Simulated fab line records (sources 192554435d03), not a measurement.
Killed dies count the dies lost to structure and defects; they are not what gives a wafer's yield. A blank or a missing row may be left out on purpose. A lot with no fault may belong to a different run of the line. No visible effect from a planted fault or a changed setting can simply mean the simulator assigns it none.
fab line records + flow n5-finfet
record
- lots=14
- wafers=40
- last-day=19
route steps=1938 shown BEOL_M1@752
lots that met no fault: taken from a fault-free run of the same line
start-h: hours from the record's opening day to when the first of the lot's shown wafers began + wait-h: hours elapsed since this lot's preceding step + " repeats the value in the row above + L1.1+2: a row that stands for several wafers + - no value, or no start was given + * or withheld: withheld + < > ~ a bound
route shown NAME@n: a module of which the file shows steps, and the number in the route of the first + usual: mean/standard deviation taken from wafers without a fault + same: alike in all rows + chamber/n: place in a boat + sites: readings site by site + _std_site: their standard deviation + _edge_site: mean of outer sites minus mean of inner sites + radius-mm: how far each site lies from the wafer's centre + mask NAME#n: copy n + behind: the tool/chamber that last shaped the wafer + hold: cause of the lot's hold/its duration in hours/its outcome + device: the n, p or np transistor that did not switch + end of line: at the end of the route, the tests of the same wafers + a step given without rows: its recipe and nothing more + killed: count of dies lost to structure and defects at first sort (not the wafer's yield) + map: a wafer's dies, marking killed ones x, the rest . and places with no die _
set.NAME: the run value of the setting; set.NAME@STEP: its run value at that earlier step + model.NAME: the simulator's own value behind a step, which no gauge read
a sample of lots followed through the steps of the route, with each step as a table and each wafer as a row
services: a tool's chamber out of use, with start hour (start-h, from the record's first day; less than 0 if before it), hours out, and reason
## steps
# step N5_BEOL_M1_THK_MEAS_01
# recipe
- reads=SiOC_of_BEOL_M1_ILD_DEP_00
# usual
- M1_ILD_THK=79.0/1.2
| lot.wafer | tool          | chamber | start-h | wait-h | M1_ILD_THK[nm] |
|-----------|---------------|---------|---------|--------|----------------|
| L238.2    | film-metro-01 | -       | 148.75  | 0.1    | 79.4           |
| L238.4    | "             | -       | "       | "      | 79.2           |
| L238.5    | "             | -       | "       | "      | 79.3           |
| L239.1    | film-metro-02 | -       | 149.43  | 0.0    | 78.6           |
| L239.3    | "             | -       | "       | "      | 79.0           |
| L239.5    | "             | -       | "       | "      | 80.4           |
| L240.1    | film-metro-02 | -       | 152.95  | 0.0    | 78.9           |
| L240.2    | "             | -       | "       | "      | 78.4           |
| L240.6    | "             | -       | "       | "      | 80.6           |
| L244.1    | film-metro-01 | -       | 155.29  | 0.0    | 78.6           |
| L244.2    | "             | -       | "       | "      | 76.2           |
| L244.6    | "             | -       | "       | "      | 79.4           |
| L245.2    | film-metro-01 | -       | 163.63  | 0.1    | 77.5           |
| L245.3    | "             | -       | "       | "      | 77.8           |
| L245.5    | "             | -       | "       | "      | 78.4           |
| L252.2    | film-metro-01 | -       | 212.10  | 0.1    | 78.7           |
| L252.3    | "             | -       | "       | "      | 77.6           |
| L252.6    | "             | -       | "       | "      | 79.7           |
| L251.1    | film-metro-02 | -       | 212.29  | 0.0    | 78.9           |
| L251.3    | "             | -       | "       | "      | 79.1           |
| L251.5    | "             | -       | "       | "      | 81.8           |
| L256.1    | film-metro-01 | -       | 222.05  | 0.0    | 78.6           |
| L256.4    | "             | -       | "       | "      | 80.1           |
| L256.5    | "             | -       | "       | "      | 77.7           |
| L255.1    | film-metro-01 | -       | 225.32  | 0.0    | 77.7           |
| L255.4    | "             | -       | "       | "      | 80.1           |
| L257.1    | film-metro-02 | -       | 239.27  | 0.0    | 77.5           |
| L257.4    | "             | -       | "       | "      | 78.6           |
| L257.5    | "             | -       | "       | "      | 79.2           |
| L258.2    | film-metro-02 | -       | 244.85  | 0.1    | 77.4           |
| L258.5    | "             | -       | "       | "      | 79.5           |
| L258.6    | "             | -       | "       | "      | 81.1           |
| L260.4    | film-metro-02 | -       | 251.67  | 0.1    | 77.6           |
| L260.5    | "             | -       | "       | "      | 81.1           |
| L259.1    | film-metro-01 | -       | 254.02  | 0.0    | 77.2           |
| L259.3    | "             | -       | "       | "      | 78.5           |
| L259.4    | "             | -       | "       | "      | 80.7           |
| L261.1    | film-metro-01 | -       | 260.85  | 0.0    | 76.2           |
| L261.2    | "             | -       | "       | "      | 79.4           |
| L261.5    | "             | -       | "       | "      | 80.2           |
# step N5_BEOL_M1_CD_MEAS_11
# recipe
- target-cd-nm=17.05
- landing-energy-ev=500
- detector=se-inlens
- polarity=opening
# usual
- cd-nm=17.07/0.26
| lot.wafer | tool      | chamber | start-h | wait-h | cd-nm |
|-----------|-----------|---------|---------|--------|-------|
| L238.2    | cd-sem-03 | 0       | 149.47  | -      | 16.89 |
| L238.4    | "         | 0       | "       | "      | 16.88 |
| L238.5    | "         | 0       | "       | "      | 16.75 |
| L239.1    | cd-sem-01 | 0       | 151.52  | -      | 17.39 |
| L239.3    | "         | 0       | "       | "      | 16.51 |
| L239.5    | "         | 0       | "       | "      | 17.02 |
| L240.1    | cd-sem-03 | 0       | 154.08  | -      | 16.69 |
| L240.2    | "         | 0       | "       | "      | 16.74 |
| L240.6    | "         | 0       | "       | "      | 17.07 |
| L244.1    | cd-sem-03 | 0       | 159.60  | -      | 17.28 |
| L244.2    | "         | 0       | "       | "      | 17.51 |
| L244.6    | "         | 0       | "       | "      | 17.29 |
| L245.2    | cd-sem-02 | 0       | 165.31  | -      | 16.98 |
| L245.3    | "         | 0       | "       | "      | 16.59 |
| L245.5    | "         | 0       | "       | "      | 16.81 |
| L252.2    | cd-sem-01 | 0       | 214.66  | -      | 17.10 |
| L252.3    | "         | 0       | "       | "      | 17.04 |
| L252.6    | "         | 0       | "       | "      | 16.89 |
| L251.1    | cd-sem-02 | 0       | 214.94  | -      | 17.07 |
| L251.3    | "         | 0       | "       | "      | 16.82 |
| L251.5    | "         | 0       | "       | "      | 17.34 |
| L256.1    | cd-sem-03 | 0       | 222.91  | -      | 17.31 |
| L256.4    | "         | 0       | "       | "      | 17.38 |
| L256.5    | "         | 0       | "       | "      | 17.41 |
| L255.1    | cd-sem-01 | 0       | 226.43  | -      | 16.84 |
| L255.4    | "         | 0       | "       | "      | 17.04 |
| L257.1    | cd-sem-01 | 0       | 241.71  | -      | 17.12 |
| L257.4    | "         | 0       | "       | "      | 16.74 |
| L257.5    | "         | 0       | "       | "      | 17.52 |
| L258.2    | cd-sem-01 | 0       | 246.99  | -      | 16.65 |
| L258.5    | "         | 0       | "       | "      | 16.76 |
| L258.6    | "         | 0       | "       | "      | 16.99 |
| L260.4    | cd-sem-02 | 0       | 253.45  | -      | 17.04 |
| L260.5    | "         | 0       | "       | "      | 17.42 |
| L259.1    | cd-sem-01 | 0       | 256.41  | -      | 17.18 |
| L259.3    | "         | 0       | "       | "      | 17.20 |
| L259.4    | "         | 0       | "       | "      | 16.78 |
| L261.1    | cd-sem-01 | 0       | 263.40  | -      | 17.24 |
| L261.2    | "         | 0       | "       | "      | 17.21 |
| L261.5    | "         | 0       | "       | "      | 17.30 |
# step N5_BEOL_M1_ETCH_63
# recipe
- chemistry=CF4
- target=SiARC
- target-depth-a=156
- mask-material=CAR-EUV
- time-s=26
- ion-energy-ev=80
- pressure-mtorr=40
- source-w=545
- bias-w=36
- Ar_flow_sccm=100
- cf4-flow-sccm=100
- ends=cleared
# usual
- cf4-flow-sccm=100.07/0.28
- drypump-motor-current-A=5.7/0.46
- etch-rf-on-time-s=26.3/0.81
- oes-product-au=0.67/0.089
- rf-vpp-V=184.3/1.2
- showerhead-plenum-p-Torr=2.16/0.064
- throttle-valve-pct=15.6/0.33
| lot.wafer | tool        | chamber | start-h | wait-h | cf4-flow-sccm | drypump-motor-current-A | etch-rf-on-time-s | oes-product-au | rf-hours-counter-h | rf-vpp-V | showerhead-plenum-p-Torr | throttle-valve-pct |
|-----------|-------------|---------|---------|--------|---------------|-------------------------|-------------------|----------------|--------------------|----------|--------------------------|--------------------|
| L238.2    | rie-diel-04 | 2       | 149.64  | 0.0    | 99.26         | 4.9                     | 25.1              | 0.72           | 78                 | 184.1    | 2.16                     | 15.5               |
| L238.4    | "           | 3       | "       | "      | 100.61        | 5.0                     | 26.5              | 0.77           | 20                 | 184.1    | 2.18                     | 15.1               |
| L238.5    | "           | 1       | "       | "      | 100.34        | 6.2                     | 25.1              | 0.60           | -                  | 181.4    | 2.06                     | 16.0               |
| L239.1    | rie-diel-05 | 2       | 151.70  | 0.0    | 99.93         | 5.7                     | 25.6              | 0.83           | 9                  | 182.7    | 2.09                     | 15.2               |
| L239.3    | "           | 3       | "       | "      | 100.29        | 5.3                     | 25.3              | 0.60           | 229                | 183.2    | 2.11                     | 16.0               |
| L239.5    | "           | 0       | "       | "      | 100.03        | 6.5                     | 26.7              | 0.61           | -                  | 184.3    | 2.21                     | 15.9               |
| L240.1    | rie-diel-02 | 0       | 154.30  | 0.0    | 99.78         | 6.0                     | 27.8              | 0.62           | 179                | 185.3    | 2.14                     | 15.8               |
| L240.2    | "           | 2       | "       | "      | 99.93         | 5.6                     | 25.8              | 0.59           | 237                | 184.1    | 2.12                     | 16.1               |
| L240.6    | "           | 1       | "       | "      | 100.06        | 5.9                     | 26.8              | 0.61           | -                  | 184.3    | 2.22                     | 15.8               |
| L244.1    | rie-diel-05 | 2       | 159.82  | 0.0    | 99.87         | 5.8                     | 25.3              | 0.81           | 11                 | 182.2    | 2.09                     | 15.2               |
| L244.2    | "           | 1       | "       | "      | 100.19        | 5.5                     | 27.1              | 0.58           | 206                | 183.7    | 2.10                     | 15.6               |
| L244.6    | "           | 2       | "       | "      | 100.53        | 5.8                     | 25.2              | 0.82           | -                  | 185.2    | 2.09                     | 15.2               |
| L245.2    | rie-diel-04 | 3       | 165.59  | 0.0    | 99.95         | 5.0                     | 26.9              | 0.75           | 25                 | 183.5    | 2.18                     | 15.1               |
| L245.3    | "           | 2       | "       | "      | 99.86         | 4.9                     | 25.1              | 0.71           | 83                 | 184.3    | 2.16                     | 15.5               |
| L245.5    | "           | 3       | "       | "      | 100.11        | 5.0                     | 26.7              | 0.75           | -                  | 183.5    | 2.18                     | 15.1               |
| L252.2    | rie-diel-02 | 1       | 215.10  | 0.0    | 100.02        | 5.8                     | 27.2              | 0.60           | 190                | 184.8    | 2.22                     | 15.9               |
| L252.3    | "           | 0       | "       | "      | 100.33        | 6.0                     | 27.7              | 0.60           | 198                | 184.1    | 2.13                     | 15.8               |
| L252.6    | "           | 3       | "       | "      | 99.86         | 5.4                     | 26.3              | 0.73           | -                  | 185.0    | 2.26                     | 15.4               |
| L251.1    | rie-diel-05 | 0       | 215.22  | 0.0    | 100.20        | 6.5                     | 26.9              | 0.60           | 201                | 184.5    | 2.21                     | 15.9               |
| L251.3    | "           | 2       | "       | "      | 100.45        | 5.8                     | 25.7              | 0.78           | 28                 | 182.9    | 2.09                     | 15.2               |
| L251.5    | "           | 1       | "       | "      | 99.56         | 5.5                     | 27.3              | 0.58           | -                  | 183.1    | 2.10                     | 15.7               |
| L256.1    | rie-diel-05 | 1       | 223.09  | 0.0    | 100.34        | 5.5                     | 27.3              | 0.57           | 222                | 184.2    | 2.10                     | 15.7               |
| L256.4    | "           | 0       | "       | "      | 99.66         | 6.5                     | 26.9              | 0.60           | -                  | 184.7    | 2.21                     | 15.9               |
| L256.5    | "           | 1       | "       | "      | 100.03        | 5.6                     | 27.5              | 0.58           | -                  | 182.1    | 2.10                     | 15.7               |
| L255.1    | rie-diel-02 | 2       | 226.61  | 0.0    | 99.95         | 5.6                     | 24.7              | 0.86           | 0                  | 184.1    | 2.12                     | 15.6               |
| L255.4    | "           | 1       | "       | "      | 99.93         | 5.8                     | 26.7              | 0.60           | 194                | 184.6    | 2.21                     | 15.9               |
| L257.1    | rie-diel-05 | 2       | 241.89  | 0.0    | 100.18        | 5.8                     | 25.5              | 0.78           | 38                 | 183.6    | 2.08                     | 15.3               |
| L257.4    | "           | 0       | "       | "      | 99.95         | 6.5                     | 26.4              | 0.61           | -                  | 185.7    | 2.21                     | 15.9               |
| L257.5    | "           | 2       | "       | "      | 99.75         | 5.8                     | 25.5              | 0.77           | -                  | 182.2    | 2.08                     | 15.2               |
| L258.2    | rie-diel-04 | 2       | 247.31  | 0.0    | 99.91         | 4.9                     | 25.5              | 0.68           | 105                | 186.4    | 2.15                     | 15.6               |
| L258.5    | "           | 3       | "       | "      | 99.69         | 5.0                     | 26.6              | 0.73           | -                  | 184.5    | 2.17                     | 15.1               |
| L258.6    | "           | 2       | "       | "      | 100.18        | 4.9                     | 25.4              | 0.69           | -                  | 185.2    | 2.15                     | 15.6               |
| L260.4    | rie-diel-05 | 2       | 253.62  | 0.0    | 99.79         | 5.8                     | 25.7              | 0.76           | 42                 | 182.8    | 2.08                     | 15.2               |
| L260.5    | "           | 3       | "       | "      | 99.84         | 5.3                     | 25.6              | 0.83           | -                  | 183.0    | 2.10                     | 15.5               |
| L259.1    | rie-diel-05 | 0       | 256.75  | 0.0    | 100.51        | 6.5                     | 26.5              | 0.59           | 215                | 186.3    | 2.20                     | 15.9               |
| L259.3    | "           | 1       | "       | "      | 99.74         | 5.5                     | 27.4              | 0.57           | 234                | 184.5    | 2.10                     | 15.7               |
| L259.4    | "           | 3       | "       | "      | 99.96         | 5.3                     | 25.0              | 0.84           | 2                  | 184.9    | 2.10                     | 15.5               |
| L261.1    | rie-diel-05 | 0       | 263.58  | 0.0    | 100.31        | 6.5                     | 26.8              | 0.59           | 217                | 185.1    | 2.20                     | 15.9               |
| L261.2    | "           | 2       | "       | "      | 100.04        | 5.7                     | 25.6              | 0.75           | 44                 | 183.2    | 2.08                     | 15.2               |
| L261.5    | "           | 3       | "       | "      | 100.13        | 5.3                     | 25.2              | 0.82           | -                  | 183.2    | 2.10                     | 15.5               |
# step N5_BEOL_M1_EXPOSE_25
# recipe
- mask-id=V0
- na=0.33
- source-shape=quasar
- sigma-inner=0.2
- sigma-outer=0.8
- polarization=unpolarized
- defocus-nm=5
- target-cd-nm=24
- dose-mj=63
# usual
- dipole-opening-deg=30/0
- exposure-dose-mJ-cm2=62.99/0.057
| lot.wafer | tool           | chamber | start-h | wait-h | mask | dipole-opening-deg | exposure-dose-mJ-cm2 |
|-----------|----------------|---------|---------|--------|------|--------------------|----------------------|
| L238.2    | euv-scanner-02 | 0       | 150.20  | -      | V0#0 | 30                 | 62.89                |
| L238.4    | "              | 0       | "       | "      | V0#0 | 30                 | 63.05                |
| L238.5    | "              | 0       | "       | "      | V0#0 | 30                 | 62.94                |
| L239.1    | euv-scanner-02 | 0       | 152.37  | -      | V0#0 | 30                 | 62.90                |
| L239.3    | "              | 0       | "       | "      | V0#0 | 30                 | 63.05                |
| L239.5    | "              | 0       | "       | "      | V0#0 | 30                 | 63.02                |
| L240.1    | euv-scanner-02 | 0       | 154.85  | -      | V0#0 | 30                 | 62.94                |
| L240.2    | "              | 0       | "       | "      | V0#0 | 30                 | 62.97                |
| L240.6    | "              | 0       | "       | "      | V0#0 | 30                 | 62.98                |
| L244.1    | euv-scanner-02 | 0       | 160.50  | -      | V0#0 | 30                 | 62.90                |
| L244.2    | "              | 0       | "       | "      | V0#0 | 30                 | 63.02                |
| L244.6    | "              | 0       | "       | "      | V0#0 | 30                 | 62.89                |
| L245.2    | euv-scanner-01 | 0       | 166.24  | -      | V0#0 | 30                 | 62.97                |
| L245.3    | "              | 0       | "       | "      | V0#0 | 30                 | 62.90                |
| L245.5    | "              | 0       | "       | "      | V0#0 | 30                 | 62.91                |
| L252.2    | euv-scanner-02 | -       | 215.66  | -      | V0#0 | -                  | -                    |
| L252.3    | "              | -       | "       | "      | V0#0 | -                  | -                    |
| L252.6    | "              | -       | "       | "      | V0#0 | -                  | -                    |
| L251.1    | euv-scanner-01 | -       | 215.90  | -      | V0#0 | -                  | -                    |
| L251.3    | "              | -       | "       | "      | V0#0 | -                  | -                    |
| L251.5    | "              | -       | "       | "      | V0#0 | -                  | -                    |
| L256.1    | euv-scanner-02 | 0       | 223.76  | -      | V0#0 | 30                 | 63.04                |
| L256.4    | "              | 0       | "       | "      | V0#0 | 30                 | 62.96                |
| L256.5    | "              | 0       | "       | "      | V0#0 | 30                 | 63.01                |
| L255.1    | euv-scanner-02 | 0       | 227.29  | -      | V0#0 | 30                 | 62.94                |
| L255.4    | "              | 0       | "       | "      | V0#0 | 30                 | 62.98                |
| L257.1    | euv-scanner-02 | 0       | 242.51  | -      | V0#0 | 30                 | 62.92                |
| L257.4    | "              | 0       | "       | "      | V0#0 | 30                 | 62.97                |
| L257.5    | "              | 0       | "       | "      | V0#0 | 30                 | 62.99                |
| L258.2    | euv-scanner-02 | 0       | 247.96  | -      | V0#0 | 30                 | 63.05                |
| L258.5    | "              | 0       | "       | "      | V0#0 | 30                 | 63.09                |
| L258.6    | "              | 0       | "       | "      | V0#0 | 30                 | 63.13                |
| L260.4    | euv-scanner-02 | 0       | 254.20  | -      | V0#0 | 30                 | 63.05                |
| L260.5    | "              | 0       | "       | "      | V0#0 | 30                 | 63.04                |
| L259.1    | euv-scanner-01 | 0       | 257.49  | -      | V0#0 | 30                 | 62.92                |
| L259.3    | "              | 0       | "       | "      | V0#0 | 30                 | 62.95                |
| L259.4    | "              | 0       | "       | "      | V0#0 | 30                 | 62.97                |
| L261.1    | euv-scanner-01 | 0       | 264.21  | -      | V0#0 | 30                 | 62.98                |
| L261.2    | "              | 0       | "       | "      | V0#0 | 30                 | 62.99                |
| L261.5    | "              | 0       | "       | "      | V0#0 | 30                 | 63.05                |
## services
| tool           | chamber | start-h | hours | kind                          |
|----------------|---------|---------|-------|-------------------------------|
| euv-scanner-01 | -       | 129.76  | 1.0   | pm                            |
| euv-scanner-02 | -       | 131.52  | 1.0   | pm                            |
| euv-scanner-02 | 0       | 136.24  | -     | calibration                   |
| rie-diel-02    | 0       | 137.14  | 1.7   | repair                        |
| rie-diel-05    | 0       | 139.20  | 12.1  | repair                        |
| euv-scanner-02 | -       | 143.75  | 4.6   | pm                            |
| rie-diel-02    | 2       | 167.26  | 2.7   | repair                        |
| rie-diel-04    | 3       | 171.42  | 1.6   | repair                        |
| euv-scanner-01 | -       | 185.91  | 1.0   | pm                            |
| euv-scanner-02 | -       | 187.67  | 1.0   | pm                            |
| rie-diel-04    | 1       | 190.80  | 1.3   | repair                        |
| euv-scanner-01 | 0       | 191.51  | -     | calibration                   |
| euv-scanner-01 | -       | 198.37  | 0.8   | repair                        |
| euv-scanner-02 | -       | 207.19  | 5.8   | pm                            |
| rie-diel-05    | 3       | 222.62  | -     | clean                         |
| rie-diel-05    | 3       | 222.62  | -     | consumable-replace:focus-ring |
| rie-diel-05    | 3       | 222.62  | 24.3  | scheduled-down                |
| rie-diel-05    | 3       | 222.62  | 24.3  | vent-cycle                    |
| rie-diel-05    | -       | 229.87  | 0.2   | repair                        |
| euv-scanner-01 | -       | 242.06  | 1.0   | pm                            |
| euv-scanner-02 | -       | 243.82  | 1.0   | pm                            |
| euv-scanner-01 | -       | 252.43  | 4.6   | pm                            |
| rie-diel-04    | 1       | 253.38  | -     | clean                         |
| euv-scanner-01 | -       | 258.80  | 0.1   | repair                        |
## key
first-sign
- step=N5_BEOL_M1_EXPOSE_25
- reading=tool-record
- direction=missing
effect none on later readings
met-at N5_BEOL_M1_EXPOSE_25
struck-lots L251,L252
later-rows-left-out L251.1,L251.3,L251.5,L252.2,L252.3,L252.6
sort-left-out L251.1,L251.3,L251.5,L252.2,L252.3,L252.6
not-acting-at N5_BEOL_M1_THK_MEAS_01,N5_BEOL_M1_CD_MEAS_11,N5_BEOL_M1_ETCH_63
onset-between 166.24 215.66
fault
- kind=skipped-step-whole
- tool=euv-scanner-01,euv-scanner-02
- chamber=-
- onset-h=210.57
- steps=N5_BEOL_M1_EXPOSE_25
- scope=struck-lots-only
# sort-left-out: the simulated sort isn't trusted on such a fault, so these wafers' sort isn't shown, and their yield isn't known
# later-rows-left-out: the simulator's readings of these wafers behind a module that went badly wrong aren't trusted and aren't shown, but for the sort
